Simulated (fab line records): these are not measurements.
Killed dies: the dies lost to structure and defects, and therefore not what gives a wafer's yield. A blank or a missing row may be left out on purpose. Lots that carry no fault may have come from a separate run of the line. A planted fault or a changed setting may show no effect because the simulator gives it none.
fab line records	flow n5_finfet
record: lots: 7	wafers: 21
route steps=1938 shown BEOL_M14@1723 BEOL_M15@1800 PASSIVATION@1901
start_h: hours from the record's opening day to when the first of the lot's shown wafers began	wait_h: hours since the lot's step before	" unchanged from the row above	L1.1+2: a row that stands for several wafers	- no value, or no start was given	* or withheld: withheld	< > ~ a bound
route shown NAME@n: NAME is a module with steps in the file, n the number in the route of the first one	usual: average and standard deviation across the fault-free wafers	same: alike in all rows	chamber/n: place in a boat	sites: the reading at each site	_std_site: how widely they spread, as a standard deviation	_edge_site: mean of outer sites minus mean of inner sites	radius_mm: for every site, how far away it sits from the centre of the wafer	mask NAME#n: copy n	behind: the last tool/chamber to shape the wafer	hold: the reason the lot was held/the length of the hold in hours/how it ended	device: the transistor (n, p or np) that didn't switch	end of line: the route-end tests of the same wafers	a step given without rows: its recipe and nothing more	killed: count of dies lost to structure and defects at first sort (not the wafer's yield)	map: a wafer's dies, marking killed ones x, the rest . and places with no die _
set.NAME: the setting as run; set.NAME@STEP: as run at that earlier step	model.NAME: the simulator's own value behind a step, which no gauge read
one table per step and one row per wafer, for lots whose settings were changed on purpose
== steps ==
step: N5_BEOL_M14_PEB_08
recipe: peb_temp_c: 130	peb_time_s: 90
lot.wafer	tool	chamber	start_h	wait_h	set.peb_time_s
L074.3+6	litho_track-02	0	248.52	0.0	90
L074.5	"	0	"	"	102.8
L075.3+4+5	litho_track-05	0	257.26	0.0	90
L078.1+2+4	litho_track-01	0	265.43	0.1	90
L077.2+5	litho_track-01	0	268.38	0.0	90
L077.3	"	0	"	"	103.5
L088.1+2	litho_track-05	0	340.99	0.1	90
L088.3	"	0	"	"	107
L090.2+3+4	litho_track-02	0	352.35	0.0	70.6
L094.3	litho_track-02	0	374.73	0.0	81.56
L094.5+6	"	0	"	"	90
step: N5_BEOL_M14_DEVELOP_09
recipe: develop_time_s: 45	rinse_liquid: diw	dry: air_spin	dev_temp_c: 21
step: N5_BEOL_M14_HARDBAKE_14
recipe: temp_c: 130	time_s: 120
step: N5_BEOL_M14_DESCUM_15
recipe: chemistry: O2	time_s: 7.9	source_power_w: 50	bias_power_w: 20	pressure_mtorr: 20	rf_frequency_hz: 2.712e+07	temp_c: 40	o2_flow_sccm: 225
step: N5_BEOL_M14_ETCH_59
recipe: chemistry: N2/H2	target: BARC	target_depth_a: 890	overetch_a: 267	time_s: 67.9	ion_energy_ev: 200	pressure_mtorr: 30	source_w: 840	bias_w: 150	n2_flow_sccm: 200	h2_flow_sccm: 200
lot.wafer	tool	chamber	start_h	wait_h	set.spin_rpm@BEOL_M14_COAT_58	model.etch.depth_nm
L074.3	rie_diel-02	2	249.89	0.0	1500	88.86
L074.5	"	3	"	"	1500	89
L074.6	"	2	"	"	1500	89.06
L075.3	rie_diel-03	0	257.50	0.0	1500	89.18
L075.4	"	3	"	"	1500	89.27
L075.5	"	2	"	"	1500	89.28
L078.1	rie_diel-02	2	265.67	0.0	1500	88.95
L078.2	"	0	"	"	1500	89.03
L078.4	"	1	"	"	1368	93.5
L077.2	rie_diel-04	1	268.70	0.0	1365	93.59
L077.3	"	3	"	"	1500	89.04
L077.5	"	3	"	"	1365	93.42
L088.1	rie_diel-02	3	341.23	0.0	1500	89.23
L088.2	"	0	"	"	1645	84.98
L088.3	"	2	"	"	1645	84.92
L090.2	rie_diel-04	1	352.59	0.0	1500	89.3
L090.3	"	0	"	"	1357	93.95
L090.4	"	3	"	"	1500	89.05
L094.3	rie_diel-02	0	376.00	0.0	1345	94.04
L094.5	"	2	"	"	1345	93.73
L094.6	"	1	"	"	1500	88.91
step: N5_BEOL_M15_EXPOSE_25
recipe: mask_id: M15	na: 0.8	source_shape: annular	sigma_inner: 0.5	sigma_outer: 0.8	polarization: unpolarized	target_cd_nm: 400	dose_mj: 35.5
lot.wafer	tool	chamber	start_h	wait_h	mask	set.dose_mj
L074.3+5	krf_scanner-01	0	259.29	-	M15#0	35.5
L074.6	"	0	"	"	M15#0	34.35
L075.3+4+5	krf_scanner-02	0	266.74	-	M15#0	35.5
L078.1+2+4	krf_scanner-02	0	270.80	-	M15#0	35.5
L077.2+3	krf_scanner-02	0	276.30	-	M15#0	33.88
L077.5	"	0	"	"	M15#0	35.5
L088.1+2+3	krf_scanner-02	0	348.08	-	M15#0	35.5
L090.2+4	krf_scanner-01	0	359.71	-	M15#0	35.5
L090.3	"	0	"	"	M15#0	32.94
L094.3+5+6	krf_scanner-01	0	382.90	-	M15#0	35.5
step: N5_BEOL_M15_PEB_26
recipe: peb_temp_c: 130	peb_time_s: 90
step: N5_BEOL_M15_DEVELOP_27
recipe: develop_time_s: 45	rinse_liquid: diw	dry: air_spin	dev_temp_c: 21
step: N5_BEOL_M15_HARDBAKE_32
recipe: temp_c: 130	time_s: 120
step: N5_BEOL_M15_CD_MEAS_28
recipe: target_cd_nm: 407.6	landing_energy_ev: 500	detector: se_inlens
usual: cd_nm: 407.2/1.8
lot.wafer	tool	chamber	start_h	wait_h	set.dose_mj@BEOL_M15_EXPOSE_25	cd_nm
L074.3	cd_sem-03	0	259.45	-	35.5	406.3
L074.5	"	0	"	"	35.5	406.4
L074.6	"	0	"	"	34.35	401.7
L075.3	cd_sem-02	0	266.90	-	35.5	409.0
L075.4	"	0	"	"	35.5	405.5
L075.5	"	0	"	"	35.5	408.8
L078.1	cd_sem-03	0	270.98	-	35.5	408.3
L078.2	"	0	"	"	35.5	406.2
L078.4	"	0	"	"	35.5	407.0
L077.2	cd_sem-03	0	276.47	-	33.88	403.1
L077.3	"	0	"	"	33.88	401.4
L077.5	"	0	"	"	35.5	410.0
L088.1	cd_sem-02	0	348.25	-	35.5	409.9
L088.2	"	0	"	"	35.5	409.1
L088.3	"	0	"	"	35.5	407.6
L090.2	cd_sem-01	0	359.88	-	35.5	408.4
L090.3	"	0	"	"	32.94	395.9
L090.4	"	0	"	"	35.5	406.1
L094.3	cd_sem-03	0	383.07	-	35.5	406.3
L094.5	"	0	"	"	35.5	406.4
L094.6	"	0	"	"	35.5	403.3
step: N5_BEOL_M15_DESCUM_33
recipe: chemistry: O2	time_s: 7.9	source_power_w: 50	bias_power_w: 20	pressure_mtorr: 20	rf_frequency_hz: 2.712e+07	temp_c: 40	o2_flow_sccm: 225
lot.wafer	tool	chamber	start_h	wait_h	set.dose_mj@BEOL_M15_EXPOSE_25	model.BEOL_M15.cd_nm
L074.3+5	rie_diel-01	1	259.58	0.1	35.5	406.2
L074.6	"	2	"	"	34.35	401.8
L075.3	rie_diel-05	2	266.99	0.0	35.5	409
L075.4	"	1	"	"	35.5	405.8
L075.5	"	3	"	"	35.5	408.6
L078.1	rie_diel-01	0	271.06	0.0	35.5	408.4
L078.2	"	3	"	"	35.5	406
L078.4	"	2	"	"	35.5	407.2
L077.2	rie_diel-01	3	276.71	0.2	33.88	403.6
L077.3	"	0	"	"	33.88	401.4
L077.5	"	1	"	"	35.5	410
L088.1	rie_diel-06	3	348.39	0.1	35.5	409.6
L088.2	"	0	"	"	35.5	409.2
L088.3	"	2	"	"	35.5	407.4
L090.2	rie_diel-05	3	359.96	0.0	35.5	408.6
L090.3	"	0	"	"	32.94	396.2
L090.4	"	1	"	"	35.5	406.2
L094.3	rie_diel-06	0	383.15	0.0	35.5	406.4
L094.5	"	3	"	"	35.5	406.2
L094.6	"	2	"	"	35.5	402.8
step: N5_BEOL_M15_ETCH_61
recipe: chemistry: N2/H2	target: BARC	target_depth_a: 890	overetch_a: 267	time_s: 67.9	ion_energy_ev: 200	pressure_mtorr: 30	source_w: 840	bias_w: 150	n2_flow_sccm: 200	h2_flow_sccm: 200
lot.wafer	tool	chamber	start_h	wait_h	set.dose_mj@BEOL_M15_EXPOSE_25	model.BEOL_M15.cd_nm
L074.3	rie_diel-01	1	259.61	0.0	35.5	398.6
L074.5	"	1	"	"	35.5	398.4
L074.6	"	2	"	"	34.35	394.4
L075.3	rie_diel-05	2	267.02	0.0	35.5	402
L075.4	"	1	"	"	35.5	398.6
L075.5	"	3	"	"	35.5	401
L078.1	rie_diel-01	0	271.10	0.0	35.5	401.2
L078.2	"	3	"	"	35.5	397.8
L078.4	"	2	"	"	35.5	400.8
L077.2	rie_diel-01	3	276.74	0.0	33.88	395.4
L077.3	"	0	"	"	33.88	393.4
L077.5	"	1	"	"	35.5	402.6
L088.1	rie_diel-06	3	348.42	0.0	35.5	400.8
L088.2	"	0	"	"	35.5	399.6
L088.3	"	2	"	"	35.5	398.6
L090.2	rie_diel-05	3	360.00	0.0	35.5	399.4
L090.3	"	0	"	"	32.94	390
L090.4	"	1	"	"	35.5	399
L094.3+5	rie_diel-06	0,3	383.19	0.0	35.5	398.2
L094.6	"	2	"	"	35.5	394.6
step: N5_BEOL_M15_TRENCH_ETCH_34
recipe: chemistry: C4F8/O2/Ar	target: SiO2	target_depth_a: 8729.3	he_inner_torr: 15	he_outer_torr: 30	time_s: 199	ion_energy_ev: 800	pressure_mtorr: 20	source_w: 1905	bias_w: 2040	Ar_flow_sccm: 400	C4F8_flow_sccm: 16	O2_flow_sccm: 12
lot.wafer	tool	chamber	start_h	wait_h	set.time_s	set.dose_mj@BEOL_M15_EXPOSE_25	model.etch.depth_nm	model.BEOL_M15.cd_nm
L074.3	rie_diel-01	1	259.66	0.0	199	35.5	855.7	398
L074.5	"	1	"	"	199	35.5	851.7	398.2
L074.6	"	2	"	"	199	34.35	887.8	394.6
L075.3	rie_diel-05	2	267.07	0.0	199	35.5	879.4	401.8
L075.4	"	1	"	"	199	35.5	849.4	398.6
L075.5	"	3	"	"	199	35.5	865.2	400.4
L078.1	rie_diel-01	0	271.15	0.0	199	35.5	860.5	401
L078.2	"	3	"	"	199	35.5	847.3	398
L078.4	"	2	"	"	199	35.5	875.1	401
L077.2	rie_diel-01	3	276.79	0.0	199	33.88	857.9	395.2
L077.3	"	0	"	"	199	33.88	864.3	393.8
L077.5	"	1	"	"	223	35.5	950.3	403.4
L088.1	rie_diel-06	3	348.47	0.0	199	35.5	866.8	401
L088.2	"	0	"	"	229.6	35.5	998.1	400.2
L088.3	"	2	"	"	199	35.5	865.9	398.4
L090.2	rie_diel-05	3	360.05	0.0	199	35.5	864.3	398.4
L090.3	"	0	"	"	199	32.94	877.9	390
L090.4	"	1	"	"	199	35.5	849.3	398
L094.3	rie_diel-06	0	383.24	0.0	199	35.5	858.9	398.4
L094.5	"	3	"	"	199	35.5	894.4	398.8
L094.6	"	2	"	"	199	35.5	850.8	394.4
step: N5_BEOL_M15_STRIP_37
recipe: chemistry: O2	power_w: 600	temp_c: 60	pressure_mtorr: 30	rf_frequency_hz: 6e+07	bias_power_w: 0	overash_fraction: 0.3	o2_flow_sccm: 225
lot.wafer	tool	chamber	start_h	wait_h	set.pressure_mtorr
L074.3+5+6	rie_diel-01	3,3,2	-	-	33.92
L075.3+4+5	rie_diel-06	1,3,1	-	-	30
L078.1+2+4	rie_diel-05	3,1,2	-	-	25.44
L077.2+3+5	rie_diel-05	3,0,1	-	-	33.71
L088.1+2+3	rie_diel-01	3,0,1	-	-	23.35
L090.2+3+4	rie_diel-05	1,2,0	-	-	27.73
L094.3+5+6	rie_diel-05	0,2,0	-	-	30
step: N5_BEOL_M15_ETCH_38
recipe: chemistry: CF4/N2	target: SiCN	target_depth_a: 1064	taper_deg: 2	time_s: 120.5	ion_energy_ev: 150	mask_material: SiO2	pressure_mtorr: 40	source_w: 430	bias_w: 70	Ar_flow_sccm: 100	cf4_flow_sccm: 60	n2_flow_sccm: 60
step: N5_BEOL_M15_PRECLEAN_39
recipe: chemistry: residue_remover	time_s: 60	temp_c: 40
step: N5_BEOL_M15_ECD_47
recipe: material: Cu	target_thk_a: 18600
step: N5_BEOL_M15_ANNEAL_48
recipe: temp_c: 225	time_s: 90	ambient: N2
step: N5_BEOL_M15_CMP_49
recipe: stop_on: SiO2	t_overpolish_s: 4.9	down_force_psi: 2	platen_rpm: 80	clearing_platen_down_force_psi: 2	clearing_platen_rpm: 80	post_cmp_clean: cu_alkaline	target_thk_nm: 850	clearing_platen_pad_velocity_m_s: 1.5917	pad_velocity_m_s: 1.5917
lot.wafer	tool	chamber	start_h	wait_h	set.time_s@BEOL_M15_TRENCH_ETCH_34	model.Cu_of_BEOL_M15_ECD_47.thk_nm
L074.3	cmp-02	1	264.29	0.3	199	830.8
L074.6	"	2	"	"	199	864.6
L074.5	"	3	"	"	199	828
L075.4	cmp-02	1	269.11	0.2	199	824.6
L075.3	"	2	"	"	199	857
L075.5	"	2	"	"	199	841.6
L078.1	cmp-04	3	273.65	0.3	199	838.4
L078.4	"	0	"	"	199	852.8
L078.2	"	1	"	"	199	823.2
L077.3	cmp-02	3	279.39	0.9	199	841.6
L077.2	"	0	"	"	199	835.2
L077.5	"	2	"	"	223	928.6
L088.3	cmp-01	0	351.42	0.2	199	844.2
L088.2	"	1	"	"	229.6	976.6
L088.1	"	2	"	"	199	845.2
L090.3	cmp-01	1	362.41	0.2	199	857.8
L090.4	"	2	"	"	199	827
L090.2	"	3	"	"	199	841.2
L094.3	cmp-04	2	392.02	0.2	199	837.2
L094.5	"	2	"	"	199	873.2
L094.6	"	3	"	"	199	829.4
step: N5_BEOL_M15_THK_MEAS_50
recipe: thk_meas_gauge: xrf	reads: Cu_of_BEOL_M15_ECD_47
usual: M15_THK: 830/16
lot.wafer	tool	chamber	start_h	wait_h	set.time_s@BEOL_M15_TRENCH_ETCH_34	M15_THK[nm]
L074.3	film_metro-02	-	264.47	-	199	826
L074.5	"	-	"	"	199	825
L074.6	"	-	"	"	199	859
L075.3	film_metro-01	-	269.41	-	199	847
L075.4	"	-	"	"	199	817
L075.5	"	-	"	"	199	833
L078.1	film_metro-01	-	273.91	-	199	818
L078.2	"	-	"	"	199	805
L078.4	"	-	"	"	199	831
L077.2	film_metro-02	-	279.61	-	199	829
L077.3	"	-	"	"	199	834
L077.5	"	-	"	"	223	922
L088.1	film_metro-02	-	351.72	-	199	829
L088.2	"	-	"	"	229.6	960
L088.3	"	-	"	"	199	831
L090.2	film_metro-02	-	362.67	-	199	840
L090.3	"	-	"	"	199	859
L090.4	"	-	"	"	199	826
L094.3	film_metro-01	-	392.31	-	199	831
L094.5	"	-	"	"	199	863
L094.6	"	-	"	"	199	821
step: N5_BEOL_M15_PRE_CLEAN_52
recipe: gas: NH3	time_s: 15	temp_c: withheld	rf_power_w: 300
step: N5_BEOL_M15_DEP_53
recipe: material: SiCN	target_thk_a: 500	temp_c: withheld	precursor: 3MS/NH3	pressure_torr: 3	rf_w: 675	time_s: 17.8
step: N5_BEOL_M15_RS_MEAS_54
recipe: thk_meas_gauge: four-point-probe	reads: Cu_of_BEOL_M15_ECD_47+Ta_of_BEOL_M15_SPUTTER_44+TaN_of_BEOL_M15_SPUTTER_43
usual: M15_RS: 0.0218/0.00039
lot.wafer	tool	chamber	start_h	wait_h	set.time_s@BEOL_M15_TRENCH_ETCH_34	M15_RS[ohm/sq]
L074.3	film_metro-01	-	264.60	0.1	199	0.0221
L074.5	"	-	"	"	199	0.0222
L074.6	"	-	"	"	199	0.0212
L075.3	film_metro-01	-	269.54	0.1	199	0.0214
L075.4	"	-	"	"	199	0.0222
L075.5	"	-	"	"	199	0.0218
L078.1	film_metro-01	-	274.04	0.0	199	0.0219
L078.2	"	-	"	"	199	0.0223
L078.4	"	-	"	"	199	0.0215
L077.2	film_metro-02	-	279.74	0.1	199	0.0220
L077.3	"	-	"	"	199	0.0218
L077.5	"	-	"	"	223	0.0197
L088.1	film_metro-02	-	351.85	0.0	199	0.0217
L088.2	"	-	"	"	229.6	0.0187
L088.3	"	-	"	"	199	0.0216
L090.2	film_metro-02	-	362.80	0.1	199	0.0218
L090.3	"	-	"	"	199	0.0213
L090.4	"	-	"	"	199	0.0221
L094.3	film_metro-01	-	392.44	0.1	199	0.0219
L094.5	"	-	"	"	199	0.0210
L094.6	"	-	"	"	199	0.0221
step: N5_PASSIVATION_EXPOSE_27
recipe: mask_id: PAD	na: 0.55	source_shape: conventional	sigma_outer: 0.8	polarization: unpolarized	defocus_nm: 0	dose_mj: 32.3
lot.wafer	tool	chamber	start_h	wait_h	mask	set.dose_mj
L074.3+6	krf_scanner-02	0	272.73	-	PAD#0	34.41
L074.5	"	0	"	"	PAD#0	32.3
L075.3+4+5	krf_scanner-02	0	279.44	-	PAD#0	32.3
L078.1	krf_scanner-02	0	283.69	-	PAD#0	33.29
L078.2+4	"	0	"	"	PAD#0	32.3
L077.2+3+5	krf_scanner-02	0	286.78	-	PAD#0	32.3
L088.1+2	krf_scanner-01	0	361.45	-	PAD#0	32.3
L088.3	"	0	"	"	PAD#0	33.35
L090.2	krf_scanner-02	0	373.05	-	PAD#0	34.01
L090.3+4	"	0	"	"	PAD#0	32.3
L094.3	krf_scanner-02	0	400.04	-	PAD#0	32.3
L094.5+6	"	0	"	"	PAD#0	33.75
step: N5_PASSIVATION_PEB_28
recipe: peb_temp_c: withheld	peb_time_s: *
step: N5_PASSIVATION_DEVELOP_29
recipe: develop_time_s: 60	rinse_liquid: diw	dry: air_spin	dev_temp_c: 21
step: N5_PASSIVATION_HARDBAKE_31
recipe: temp_c: 130	time_s: 120
step: N5_PASSIVATION_CD_MEAS_30
recipe: target_cd_nm: 4000	landing_energy_ev: 500	detector: se_inlens	polarity: opening
usual: cd_nm: 3998.9/2
lot.wafer	tool	chamber	start_h	wait_h	set.dose_mj@PASSIVATION_EXPOSE_27	cd_nm
L074.3	cd_sem-02	0	272.90	-	34.41	4012.7
L074.5	"	0	"	"	32.3	4000.9
L074.6	"	0	"	"	34.41	4009.9
L075.3	cd_sem-02	0	279.61	-	32.3	4000.3
L075.4	"	0	"	"	32.3	3997.3
L075.5	"	0	"	"	32.3	4000.8
L078.1	cd_sem-01	0	283.87	-	33.29	4004.5
L078.2	"	0	"	"	32.3	3996.1
L078.4	"	0	"	"	32.3	4000.3
L077.2	cd_sem-01	0	286.95	-	32.3	3993.6
L077.3	"	0	"	"	32.3	3993.0
L077.5	"	0	"	"	32.3	3998.2
L088.1	cd_sem-03	0	361.62	-	32.3	3996.6
L088.2	"	0	"	"	32.3	3999.7
L088.3	"	0	"	"	33.35	4004.6
L090.2	cd_sem-01	0	373.22	-	34.01	4006.5
L090.3	"	0	"	"	32.3	3998.3
L090.4	"	0	"	"	32.3	3999.0
L094.3	cd_sem-03	0	400.21	-	32.3	3995.3
L094.5	"	0	"	"	33.75	4007.1
L094.6	"	0	"	"	33.75	4007.8
step: N5_PASSIVATION_ETCH_59
recipe: chemistry: Cl2/BCl3	target: TaN	target_depth_a: 650	time_s: 34.9	ion_energy_ev: 100	pressure_mtorr: 10	icp_w: 900	bias_w: 100	Cl2_flow_sccm: 60	bcl3_flow_sccm: 30
lot.wafer	tool	chamber	start_h	wait_h	set.time_s	model.etch.depth_nm
L074.3	rie_metal-03	1	273.87	0.2	34.9	64.07
L074.5	"	1	"	"	27.11	49.67
L074.6	"	0	"	"	34.9	65.22
L075.3	rie_metal-01	0	280.21	0.2	34.9	62.56
L075.4	"	1	"	"	34.9	64.76
L075.5	"	0	"	"	34.9	63.56
L078.1	rie_metal-03	1	284.44	0.3	34.9	63.7
L078.2	"	0	"	"	34.9	65.19
L078.4	"	1	"	"	34.9	63.31
L077.2	rie_metal-02	0	287.52	0.3	34.9	64.41
L077.3	"	0	"	"	34.9	64.39
L077.5	"	1	"	"	34.9	64.77
L088.1	rie_metal-03	1	362.82	0.3	42.63	79.07
L088.2	"	0	"	"	34.9	65.41
L088.3	"	0	"	"	34.9	65.44
L090.2	rie_metal-01	1	375.94	0.3	38.03	73.02
L090.3	"	0	"	"	34.9	63.87
L090.4	"	1	"	"	34.9	67.71
L094.3	rie_metal-01	1	400.81	0.2	37.01	70.78
L094.5	"	1	"	"	34.9	66.52
L094.6	"	0	"	"	34.9	62.38
== key ==
split: step: N5_BEOL_M14_PEB_08	setting: peb_time_s	stated: 90	by: wafer
response none clear
split: step: N5_BEOL_M15_EXPOSE_25	setting: dose_mj	stated: 35.5	by: wafer
response: step: N5_BEOL_M15_CD_MEAS_28	reading: cd_nm	change: +1.59	per: 1%	r: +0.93
response: step: N5_BEOL_M15_DESCUM_33	reading: model.BEOL_M15.cd_nm	change: +1.55	per: 1%	r: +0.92
response: step: N5_BEOL_M15_ETCH_61	reading: model.BEOL_M15.cd_nm	change: +1.4	per: 1%	r: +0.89
response: step: N5_BEOL_M15_TRENCH_ETCH_34	reading: model.BEOL_M15.cd_nm	change: +1.33	per: 1%	r: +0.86
split: step: N5_BEOL_M15_TRENCH_ETCH_34	setting: time_s	stated: 199	by: wafer
response: step: N5_BEOL_M15_TRENCH_ETCH_34	reading: model.etch.depth_nm	change: +8.12	per: 1%	r: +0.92
response: step: N5_BEOL_M15_CMP_49	reading: model.Cu_of_BEOL_M15_ECD_47.thk_nm	change: +8.16	per: 1%	r: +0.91
response: step: N5_BEOL_M15_THK_MEAS_50	reading: M15_THK	change: +8.12	per: 1%	r: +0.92
response: step: N5_BEOL_M15_RS_MEAS_54	reading: M15_RS	change: -0.000187	per: 1%	r: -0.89
split: step: N5_BEOL_M15_STRIP_37	setting: pressure_mtorr	stated: 30	by: lot
response none clear
split: step: N5_PASSIVATION_EXPOSE_27	setting: dose_mj	stated: 32.3	by: wafer
response: step: N5_PASSIVATION_CD_MEAS_30	reading: cd_nm	change: +1.84	per: 1%	r: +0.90
split: step: N5_PASSIVATION_ETCH_59	setting: time_s	stated: 34.9	by: wafer
response: step: N5_PASSIVATION_ETCH_59	reading: model.etch.depth_nm	change: +0.669	per: 1%	r: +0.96
split outside_this_file step=N5_BEOL_M14_COAT_58 setting=spin_rpm
split outside_this_file: this setting was split too, and the file shows its column; the key of that split is in another file
